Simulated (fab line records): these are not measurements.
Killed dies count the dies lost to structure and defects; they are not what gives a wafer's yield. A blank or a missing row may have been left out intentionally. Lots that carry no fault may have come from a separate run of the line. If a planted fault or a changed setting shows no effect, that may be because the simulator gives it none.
fab line records	flow nand_harc	part 1 of 2: steps 1 to 20 of 33
record lots=5	wafers=15	last_day=32
route steps=1302 shown A_BONDPAD@1218 HYBRID_BOND@1237 THIN_TSV@1244
lots that met no fault: from a run of the same line without faults
start_h: the number of hours between the record's first day and the start of the first shown wafer of the lot	wait_h: how many hours have passed since the lot's step before this one	" same as the row above	L1.1+2: a row that stands for several wafers	- value missing, or start not given	* or withheld: withheld	< > ~ a bound
route shown NAME@n: names a module that has steps shown in the file, with the first one's number in the route	usual: the fault-free wafers' mean and standard deviation	same: alike in all rows	chamber/n: place in a boat	sites: the reading at each site	_std_site: the standard deviation of these	_edge_site: the outer-site mean with the inner-site mean subtracted	radius_mm: how far each site lies from the wafer's centre	mask NAME#n: copy n	behind: the last tool/chamber to shape the wafer	hold: cause of the lot's hold/its duration in hours/its outcome	device: names the non-switching transistor (n, p or np)	end of line: the same wafers' tests at the end of the route	a step given without rows: its recipe and nothing more	killed: the dies lost at the first sort to structure and to defects; this is not the yield of the wafer	map: the dies of a wafer, with x for killed, . for not killed, _ for no die there
set.NAME: the setting as run; set.NAME@STEP: as run at that earlier step	model.NAME: the simulator's own value behind a step, which no gauge read
lots at selected steps of the route; one table per step, one row per wafer
services: a tool's chamber out of use, with start hour (start_h, from the record's first day; less than 0 if before it), hours out, and reason
## steps
# step NHARC_A_BONDPAD_DESCUM_11
# recipe time_s=3	o2_flow_sccm=200	ar_flow_sccm=0	bias_power_w=0	chemistry=O2
# usual drypump_motor_current_A=5.8/0.46	oes_product_au=1.000/0.013	rf_vpp_V=57.9/0.88	showerhead_plenum_p_Torr=1.95/0.06	throttle_valve_pct=11.312/0.0093
lot.wafer	tool	chamber	start_h	wait_h	drypump_motor_current_A	oes_product_au	rf_hours_counter_h	rf_vpp_V	showerhead_plenum_p_Torr	throttle_valve_pct
L077.4	rie_diel-03	3	545.02	-	6.5	1.016	2	59.1	2.06	11.308
L077.3	"	2	"	"	5.3	1.006	2	58.9	1.93	11.312
L077.5	"	3	"	"	6.5	1.022	-	60.2	2.06	11.309
L081.1	rie_diel-03	0	594.81	-	5.3	1.017	3	58.3	1.96	11.307
L081.5	"	3	"	"	6.5	1.013	-	57.2	2.06	11.298
L081.6	"	0	"	"	5.3	1.011	-	58.2	1.96	11.308
L079.1	rie_diel-03	0	596.09	-	5.3	1.009	4	58.4	1.96	11.324
L079.3	"	2	"	"	5.3	1.013	3	57.7	1.93	11.319
L079.6	"	3	"	"	6.5	1.011	-	58.4	2.06	11.311
L088.1	rie_diel-11	1	678.29	-	5.9	1.000	11	58.2	1.94	11.303
L088.2	"	0	"	"	5.7	0.995	11	57.3	1.87	11.313
L088.4	"	1	"	"	6.0	1.000	-	57.5	1.94	11.281
L095.3	rie_diel-11	2	731.77	-	5.4	0.991	23	59.2	1.94	11.308
L095.5	"	0	"	"	5.8	1.007	-	56.7	1.86	11.307
L095.6	"	1	"	"	6.0	0.987	-	55.6	1.93	11.311
# step NHARC_A_BONDPAD_ETCH_34
# recipe target_depth_a=600	overetch_a=180	time_s=65.91	ion_energy_ev=200	n2_flow_sccm=150	h2_flow_sccm=150	ar_flow_sccm=0	rf_w=400	bias_w=150	chemistry=N2/H2
# usual drypump_motor_current_A=5.8/0.45	oes_product_au=1.002/0.013	rf_vpp_V=431.8/2	showerhead_plenum_p_Torr=2.08/0.067	throttle_valve_pct=14.172/0.0093
lot.wafer	tool	chamber	start_h	wait_h	drypump_motor_current_A	oes_product_au	rf_hours_counter_h	rf_vpp_V	showerhead_plenum_p_Torr	throttle_valve_pct
L077.3	rie_diel-03	1	545.11	0.1	6.0	1.023	2	430.9	2.04	14.173
L077.4	"	3	"	"	6.5	1.018	2	435.4	2.20	14.179
L077.5	"	1	"	"	6.0	1.008	-	430.3	2.04	14.175
L081.1	rie_diel-03	1	594.91	0.1	6.0	1.006	3	430.8	2.04	14.165
L081.6	"	2	"	"	5.3	1.003	-	430.5	2.06	14.164
L081.5	"	3	"	"	6.5	1.014	-	435.1	2.20	14.158
L079.1	rie_diel-03	3	596.16	0.1	6.5	1.008	3	434.8	2.20	14.174
L079.3	"	0	"	"	5.3	1.017	4	431.8	2.09	14.171
L079.6	"	3	"	"	6.5	1.023	-	433.1	2.20	14.185
L088.2	rie_diel-11	0	678.39	0.1	5.8	1.007	11	430.6	1.99	14.172
L088.1	"	2	"	"	5.4	0.995	13	432.3	2.08	14.176
L088.4	"	2	"	"	5.4	0.986	-	432.1	2.08	14.174
L095.3	rie_diel-11	0	731.86	0.1	5.8	1.015	20	430.4	1.98	14.166
L095.6	"	1	"	"	6.0	0.995	-	429.9	2.06	14.169
L095.5	"	2	"	"	5.3	0.992	-	431.7	2.07	14.159
# step NHARC_A_BONDPAD_ETCH_12
# recipe target_depth_a=2200	time_s=110	chf3_flow_sccm=50	o2_flow_sccm=10	ar_flow_sccm=200	rf_w=500	bias_w=200	chemistry=CHF3/O2
# usual drypump_motor_current_A=5.8/0.45	oes_product_au=0.950/0.024	rf_vpp_V=371.5/1.6	showerhead_plenum_p_Torr=2.45/0.069	throttle_valve_pct=20.571/0.0088
lot.wafer	tool	chamber	start_h	wait_h	drypump_motor_current_A	oes_product_au	rf_hours_counter_h	rf_vpp_V	showerhead_plenum_p_Torr	throttle_valve_pct
L077.4	rie_diel-03	1	-	-	6.0	0.985	2	371.4	2.40	20.578
L077.3	"	2	"	"	5.3	0.970	2	371.3	2.42	20.552
L077.5	"	3	"	"	6.5	0.972	-	374.3	2.58	20.594
L081.1	rie_diel-03	0	-	-	5.3	0.939	3	370.8	2.46	20.563
L081.5	"	1	"	"	6.0	0.934	-	370.1	2.40	20.586
L081.6	"	2	"	"	5.3	0.934	-	370.8	2.42	20.573
L079.3	rie_diel-03	0	-	-	5.3	0.963	4	371.1	2.46	20.566
L079.1	"	3	"	"	6.5	0.969	3	374.1	2.58	20.578
L079.6	"	0	"	"	5.3	0.971	-	371.0	2.46	20.562
L088.2	rie_diel-11	0	-	-	5.8	0.923	11	369.0	2.34	20.570
L088.1	"	2	"	"	5.4	0.922	13	371.5	2.44	20.576
L088.4	"	1	"	"	6.0	0.921	-	370.8	2.43	20.579
L095.3	rie_diel-11	3	-	-	6.2	0.935	21	373.2	2.50	20.580
L095.5	"	1	"	"	6.0	0.922	-	371.6	2.43	20.569
L095.6	"	2	"	"	5.4	0.915	-	371.6	2.44	20.571
# step NHARC_A_BONDPAD_CD_MEAS_13
# usual cd_nm=498.0/2.5
lot.wafer	tool	chamber	start_h	wait_h	cd_nm
L077.3	cd_sem-01	-	545.34	-	495.8
L077.4	"	-	"	"	498.4
L077.5	"	-	"	"	495.6
L081.1	cd_sem-01	-	595.12	-	495.5
L081.5	"	-	"	"	496.4
L081.6	"	-	"	"	496.4
L079.1	cd_sem-03	-	596.39	-	493.3
L079.3	"	-	"	"	499.4
L079.6	"	-	"	"	496.5
L088.1	cd_sem-01	-	678.65	-	502.0
L088.2	"	-	"	"	496.7
L088.4	"	-	"	"	503.0
L095.3	cd_sem-01	-	732.07	-	492.7
L095.5	"	-	"	"	497.2
L095.6	"	-	"	"	494.6
# step NHARC_A_BONDPAD_STRIP_15
# recipe o2_flow_sccm=500	ar_flow_sccm=0	bias_w=0	chemistry=O2
# usual drypump_motor_current_A=5.8/0.43	oes_product_au=0.999/0.015	rf_vpp_V=57.9/0.89	showerhead_plenum_p_Torr=3.58/0.1	throttle_valve_pct=17.036/0.0094
lot.wafer	tool	chamber	start_h	wait_h	drypump_motor_current_A	oes_product_au	rf_hours_counter_h	rf_vpp_V	showerhead_plenum_p_Torr	throttle_valve_pct
L077.3	rie_diel-11	1	545.41	0.1	6.0	1.004	15	57.0	3.58	17.037
L077.4	"	0	"	"	5.8	0.996	16	58.3	3.46	17.045
L077.5	"	2	"	"	5.4	1.011	-	58.9	3.60	17.031
L081.1	rie_diel-03	3	595.19	0.1	6.5	1.032	3	58.1	3.78	17.052
L081.5	"	3	"	"	6.5	1.018	-	59.7	3.78	17.034
L081.6	"	0	"	"	5.3	1.015	-	57.1	3.61	17.039
L079.3	rie_diel-11	3	596.47	0.1	6.2	1.013	24	58.3	3.68	17.034
L079.1	"	1	"	"	6.0	0.983	27	56.4	3.58	17.027
L079.6	"	3	"	"	6.2	1.014	-	58.9	3.68	17.043
L088.1	rie_diel-03	3	678.74	0.1	6.5	1.008	2	57.3	3.78	17.027
L088.2	"	1	"	"	6.0	1.005	2	57.9	3.52	17.044
L088.4	"	2	"	"	5.3	0.973	-	58.1	3.56	17.031
L095.3	rie_diel-03	3	732.14	0.1	6.5	1.002	3	59.6	3.78	17.022
L095.5	"	3	"	"	6.5	1.005	-	58.1	3.78	17.041
L095.6	"	0	"	"	5.3	0.987	-	58.5	3.61	17.014
# step NHARC_A_BONDPAD_ETCH_24
# recipe target_depth_a=300	over_etch_frac=0.3	time_s=72.99	ion_energy_ev=150	cf4_flow_sccm=50	n2_flow_sccm=100	ar_flow_sccm=150	rf_w=300	bias_w=100	chemistry=CF4/N2
# usual cf4_flow_sccm=50.02/0.16	drypump_motor_current_A=5.8/0.43	oes_product_au=1.000/0.013	rf_vpp_V=314.8/1.4	showerhead_plenum_p_Torr=2.66/0.078	throttle_valve_pct=19.794/0.0094
lot.wafer	tool	chamber	start_h	wait_h	cf4_flow_sccm	drypump_motor_current_A	oes_product_au	rf_hours_counter_h	rf_vpp_V	showerhead_plenum_p_Torr	throttle_valve_pct
L077.3	rie_diel-11	3	-	-	50.06	6.2	1.011	16	316.8	2.75	19.788
L077.4	"	0	"	"	49.94	5.8	0.995	16	313.9	2.57	19.795
L077.5	"	2	"	"	50.36	5.4	1.006	-	315.2	2.68	19.799
L081.1	rie_diel-03	1	-	-	50.15	6.0	1.013	3	316.7	2.62	19.794
L081.5	"	0	"	"	49.63	5.3	1.012	-	316.8	2.69	19.805
L081.6	"	1	"	"	49.91	6.0	1.006	-	313.7	2.62	19.801
L079.1	rie_diel-11	1	-	-	50.27	6.0	1.005	27	314.4	2.66	19.782
L079.3	"	2	"	"	50.29	5.3	1.011	23	315.4	2.68	19.797
L079.6	"	0	"	"	50.22	5.8	0.996	-	314.5	2.57	19.806
L088.1	rie_diel-03	2	678.90	0.1	50.01	5.3	0.967	2	315.2	2.65	19.773
L088.2	"	1	"	"	50.07	6.0	0.998	2	313.4	2.62	19.801
L088.4	"	1	"	"	50.10	6.0	0.999	-	313.6	2.62	19.789
L095.3	rie_diel-03	2	-	-	49.91	5.3	0.986	4	314.1	2.65	19.797
L095.6	"	3	"	"	50.25	6.5	0.992	-	316.9	2.81	19.788
L095.5	"	0	"	"	50.19	5.3	0.975	-	314.4	2.69	19.806
# step NHARC_A_BONDPAD_STRIP_16
# recipe time_s=600	temp_c=30	chemistry=post_etch_residue_remover
# usual bath_heat_duty_pct=12.5/1.4
lot.wafer	tool	chamber	start_h	wait_h	bath_heat_duty_pct
L077.5	wet_bench-10	1	545.69	-	14.2
L077.4	"	2	"	"	11.1
L077.3	"	4	"	"	11.1
L081.1	wet_bench-10	4	595.48	-	11.1
L081.6	"	5	"	"	12.9
L081.5	"	7	"	"	13.5
L079.6	wet_bench-10	6	596.76	-	15.0
L079.1	"	7	"	"	11.9
L079.3	"	1	"	"	13.7
L088.4	wet_bench-10	6	679.08	-	13.9
L088.2	"	7	"	"	11.6
L088.1	"	1	"	"	14.1
L095.5	wet_bench-08	5	732.44	-	14.1
L095.3	"	6	"	"	12.4
L095.6	"	7	"	"	12.2
# step NHARC_A_BONDPAD_DEGAS_25
# recipe temp_c=300	time_s=60
# usual heater_power_w=473/36
lot.wafer	tool	chamber	start_h	wait_h	heater_power_w
L077.4	pvd_sputter-02	-	545.97	-	427
L077.3	"	-	"	"	456
L077.5	"	-	"	"	482
L081.1	pvd_sputter-01	-	595.74	-	516
L081.6	"	-	"	"	511
L081.5	"	-	"	"	444
L079.3	pvd_sputter-03	-	597.02	-	421
L079.1	"	-	"	"	542
L079.6	"	-	"	"	537
L088.4	pvd_sputter-01	-	679.34	-	503
L088.2	"	-	"	"	472
L088.1	"	-	"	"	512
L095.3	pvd_sputter-03	-	732.69	-	427
L095.6	"	-	"	"	444
L095.5	"	-	"	"	443
# step NHARC_A_BONDPAD_PRE_CLEAN_26
# recipe time_s=30	temp_c=280	gas=H2/He
# usual heater_power_w=417/32
lot.wafer	tool	chamber	start_h	wait_h	heater_power_w
L077.3	pvd_sputter-02	-	-	-	424
L077.4	"	-	"	"	419
L077.5	"	-	"	"	425
L081.1	pvd_sputter-01	-	-	-	462
L081.6	"	-	"	"	385
L081.5	"	-	"	"	449
L079.1	pvd_sputter-03	-	-	-	377
L079.3	"	-	"	"	465
L079.6	"	-	"	"	377
L088.4	pvd_sputter-01	-	-	-	401
L088.2	"	-	"	"	457
L088.1	"	-	"	"	445
L095.3	pvd_sputter-03	-	-	-	384
L095.6	"	-	"	"	359
L095.5	"	-	"	"	390
# step NHARC_A_BONDPAD_PVD_17
# recipe target_thk_a=50	bias_v=168.6	power_w=15000	chamber_pressure_pa=0.12	time_s=8.06	substrate_temp_c=50	material=TaN
# usual cathode_dc_power_W=15000/2.9	throttle_valve_pct=30.4/0.87
lot.wafer	tool	chamber	start_h	wait_h	cathode_dc_power_W	throttle_valve_pct
L077.3	pvd_sputter-02	-	-	-	15005	30.4
L077.4	"	-	"	"	15001	29.8
L077.5	"	-	"	"	15002	30.2
L081.1	pvd_sputter-01	-	-	-	14996	30.0
L081.6	"	-	"	"	15003	29.6
L081.5	"	-	"	"	14999	29.8
L079.1	pvd_sputter-03	-	-	-	15005	28.9
L079.3	"	-	"	"	14995	29.6
L079.6	"	-	"	"	15001	30.9
L088.4	pvd_sputter-01	-	-	-	15004	30.0
L088.2	"	-	"	"	15002	29.8
L088.1	"	-	"	"	15001	30.2
L095.3	pvd_sputter-03	-	-	-	15001	29.8
L095.6	"	-	"	"	15001	30.3
L095.5	"	-	"	"	14999	29.4
# step NHARC_A_BONDPAD_PVD_27
# recipe target_thk_a=300	chamber_pressure_pa=5	power_w=5000	substrate_temp_c=30	time_s=20.49	material=Cu
# usual cathode_dc_power_W=5000.1/0.87	throttle_valve_pct=30.4/0.91
lot.wafer	tool	chamber	start_h	wait_h	cathode_dc_power_W	throttle_valve_pct
L077.4	pvd_sputter-02	-	-	-	5000.7	30.1
L077.3	"	-	"	"	5000.1	30.1
L077.5	"	-	"	"	5001.7	30.0
L081.1	pvd_sputter-01	-	-	-	4999.8	32.4
L081.5	"	-	"	"	5000.4	29.8
L081.6	"	-	"	"	5000.2	30.1
L079.1	pvd_sputter-03	-	-	-	4999.2	31.0
L079.3	"	-	"	"	4999.7	30.9
L079.6	"	-	"	"	5002.0	29.9
L088.2	pvd_sputter-01	-	-	-	5000.0	29.9
L088.4	"	-	"	"	5001.4	29.8
L088.1	"	-	"	"	4999.7	29.6
L095.3	pvd_sputter-03	-	-	-	4999.4	29.8
L095.6	"	-	"	"	5001.3	30.1
L095.5	"	-	"	"	4998.2	29.3
# step NHARC_A_BONDPAD_ECD_18
# recipe target_thk_a=4000	bath_temp_c=25	material=Cu
# usual bath_heat_duty_pct=6.4/0.92
lot.wafer	tool	chamber	start_h	wait_h	bath_heat_duty_pct
L077.4	ecd_cu-01	0	546.42	-	4.9
L077.3	"	1	"	"	7.3
L077.5	"	0	"	"	5.0
L081.1	ecd_cu-01	0	596.22	-	5.9
L081.5	"	1	"	"	7.5
L081.6	"	0	"	"	6.1
L079.1	ecd_cu-01	1	597.43	-	6.9
L079.3	"	1	"	"	6.9
L079.6	"	1	"	"	7.8
L088.2	ecd_cu-01	1	679.70	-	7.0
L088.1	"	0	"	"	4.7
L088.4	"	1	"	"	6.9
L095.3	ecd_cu-02	0	733.20	-	5.4
L095.6	"	1	"	"	7.4
L095.5	"	0	"	"	5.3
# step NHARC_A_BONDPAD_ANNEAL_28
# recipe temp_c=225	time_s=90
# usual wafer_temp_C_max=226.6/0.6
lot.wafer	tool	chamber	start_h	wait_h	wafer_temp_C_max
L077.3	rtp_anneal-02	0	546.80	0.3	226.1
L077.4	"	0	"	"	226.4
L077.5	"	0	"	"	226.0
L081.1	rtp_anneal-02	0	596.55	0.3	225.6
L081.5	"	0	"	"	226.2
L081.6	"	0	"	"	226.3
L079.1	rtp_anneal-01	0	597.76	0.3	227.3
L079.3	"	0	"	"	227.6
L079.6	"	0	"	"	227.3
L088.1	rtp_anneal-01	0	680.08	0.3	226.8
L088.2	"	0	"	"	227.0
L088.4	"	0	"	"	226.7
L095.3	rtp_anneal-02	0	733.53	0.3	226.0
L095.5	"	0	"	"	226.3
L095.6	"	0	"	"	226.2
# step NHARC_A_BONDPAD_CMP_19
# recipe t_overpolish_s=30	cu_recess_touch_s=16	target_thk_nm=169.82
# usual motor_current_A=11.8/1.8	overpolish_run_s=29.999/0.0091
lot.wafer	tool	chamber	start_h	wait_h	motor_current_A	overpolish_run_s
L077.3	cmp-03	2	547.05	-	9.5	29.990
L077.4	"	1	"	"	12.5	30.004
L077.5	"	3	"	"	13.7	30.002
L081.1	cmp-01	1	596.92	-	10.1	30.011
L081.5	"	0	"	"	12.2	29.991
L081.6	"	1	"	"	9.6	29.995
L079.3	cmp-01	0	598.11	-	12.2	30.009
L079.1	"	2	"	"	12.8	30.002
L079.6	"	1	"	"	9.9	29.991
L088.4	cmp-04	2	680.43	-	11.5	29.995
L088.2	"	0	"	"	8.5	29.990
L088.1	"	1	"	"	12.2	29.993
L095.3	cmp-04	2	733.78	-	10.8	29.995
L095.5	"	2	"	"	11.2	30.000
L095.6	"	3	"	"	12.9	30.008
# step NHARC_A_BONDPAD_THK_MEAS_20
# recipe thk_meas_gauge=xrf
# usual thk_nm=170.0/1.4
lot.wafer	tool	chamber	start_h	wait_h	thk_nm
L077.3	film_metro-02	-	547.37	-	170.4
L077.4	"	-	"	"	169.9
L077.5	"	-	"	"	172.9
L081.1	film_metro-01	-	597.21	-	170.0
L081.5	"	-	"	"	172.1
L081.6	"	-	"	"	170.3
L079.1	film_metro-01	-	598.43	-	172.6
L079.3	"	-	"	"	169.1
L079.6	"	-	"	"	168.7
L088.1	film_metro-01	-	680.77	-	172.7
L088.2	"	-	"	"	170.4
L088.4	"	-	"	"	171.2
L095.3	film_metro-02	-	734.10	-	167.9
L095.5	"	-	"	"	170.4
L095.6	"	-	"	"	168.3
# step NHARC_A_BONDPAD_SRD_21
# recipe time_s=30	temp_c=23	dry_time_s=20	spin_rpm=1500
# usual bath_heat_duty_pct=3.6/0.51
lot.wafer	tool	chamber	start_h	wait_h	bath_heat_duty_pct
L077.4	wet_bench-08	6	547.41	0.0	3.1
L077.3	"	0	"	"	3.3
L077.5	"	1	"	"	4.4
L081.5	wet_bench-08	4	597.26	0.0	2.8
L081.6	"	6	"	"	3.9
L081.1	"	7	"	"	3.3
L079.6	wet_bench-08	0	598.49	0.0	3.1
L079.3	"	1	"	"	4.3
L079.1	"	2	"	"	4.0
L088.2	wet_bench-10	7	680.88	0.1	4.2
L088.1	"	0	"	"	3.3
L088.4	"	1	"	"	4.1
L095.6	wet_bench-10	4	734.15	0.0	3.1
L095.3	"	5	"	"	3.0
L095.5	"	6	"	"	4.3
# step NHARC_A_BONDPAD_INSPECT_23
# usual raw_defect_count=550/130
lot.wafer	tool	chamber	start_h	wait_h	raw_defect_count
L077.3	defect_inspect-01	-	547.57	0.0	505
L077.4	"	-	"	"	552
L077.5	"	-	"	"	512
L081.1	defect_inspect-01	-	597.44	0.0	737
L081.5	"	-	"	"	804
L081.6	"	-	"	"	971
L079.1	defect_inspect-01	-	598.64	0.0	395
L079.3	"	-	"	"	430
L079.6	"	-	"	"	508
L088.1	defect_inspect-01	-	681.07	0.0	556
L088.2	"	-	"	"	508
L088.4	"	-	"	"	570
L095.3	defect_inspect-01	-	734.33	0.0	597
L095.5	"	-	"	"	512
L095.6	"	-	"	"	658
# step NHARC_HYBRID_BOND_ACTIVATE_00
# recipe time_s=60	n2_flow_sccm=200	ar_flow_sccm=0	bias_power_w=0	chemistry=N2
# usual drypump_motor_current_A=6.1/0.34	oes_product_au=1.002/0.013	rf_vpp_V=64.0/0.93	showerhead_plenum_p_Torr=1.75/0.057
lot.wafer	tool	chamber	start_h	wait_h	drypump_motor_current_A	oes_product_au	rf_hours_counter_h	rf_vpp_V	showerhead_plenum_p_Torr
L077.3	rie_diel-01	1	547.65	0.1	6.6	1.010	15	63.2	1.78
L077.4	"	3	"	"	5.6	0.990	16	64.4	1.79
L077.5	"	0	"	"	6.1	1.025	-	63.2	1.72
L081.1	rie_diel-01	1	597.50	0.1	6.6	0.987	2	65.1	1.78
L081.6	"	1	"	"	6.6	0.996	-	63.3	1.78
L081.5	"	2	"	"	6.2	1.002	-	64.4	1.71
L079.1	rie_diel-02	2	598.71	0.1	6.5	0.997	5	63.9	1.88
L079.3	"	3	"	"	5.5	0.988	5	64.3	1.69
L079.6	"	1	"	"	5.8	1.004	-	65.5	1.80
L088.1	rie_diel-01	0	681.13	0.1	6.1	1.016	7	63.5	1.72
L088.4	"	1	"	"	6.7	0.991	8	64.2	1.78
L088.2	"	3	"	"	5.6	0.998	7	64.7	1.79
L095.3	rie_diel-02	0	734.44	0.1	6.1	1.006	54	65.2	1.87
L095.5	"	1	"	"	5.8	0.990	-	64.0	1.78
L095.6	"	2	"	"	6.5	0.991	-	64.1	1.86
# step NHARC_HYBRID_BOND_PRECLEAN_01
# recipe time_s=300	temp_c=23	chemistry=DIW
# usual bath_heat_duty_pct=3.6/0.55
lot.wafer	tool	chamber	start_h	wait_h	bath_heat_duty_pct
L077.4	wet_bench-08	2	547.79	0.1	3.5
L077.3	"	5	"	"	3.9
L077.5	"	6	"	"	2.8
L081.6	wet_bench-10	7	597.67	0.1	3.2
L081.5	"	0	"	"	2.6
L081.1	"	3	"	"	3.6
L079.3	wet_bench-10	3	598.85	0.1	4.4
L079.6	"	4	"	"	2.9
L079.1	"	0	"	"	3.2
L088.1	wet_bench-10	7	681.30	0.2	3.6
L088.2	"	0	"	"	3.5
L088.4	"	3	"	"	3.8
L095.3	wet_bench-10	4	734.56	0.1	2.5
L095.6	"	7	"	"	4.0
L095.5	"	1	"	"	3.8
# step NHARC_HYBRID_BOND_SRD_02
# recipe time_s=30	temp_c=23	dry_time_s=20	spin_rpm=1500
# usual bath_heat_duty_pct=3.6/0.47
lot.wafer	tool	chamber	start_h	wait_h	bath_heat_duty_pct
L077.4	wet_bench-08	2	-	-	3.6
L077.3	"	5	"	"	3.8
L077.5	"	6	"	"	3.6
L081.6	wet_bench-10	7	-	-	4.0
L081.5	"	0	"	"	2.8
L081.1	"	3	"	"	4.0
L079.3	wet_bench-10	3	-	-	3.6
L079.6	"	4	"	"	4.0
L079.1	"	0	"	"	3.8
L088.1	wet_bench-10	7	-	-	3.5
L088.2	"	0	"	"	4.0
L088.4	"	3	"	"	4.2
L095.3	wet_bench-10	4	-	-	3.8
L095.6	"	7	"	"	3.8
L095.5	"	1	"	"	3.7
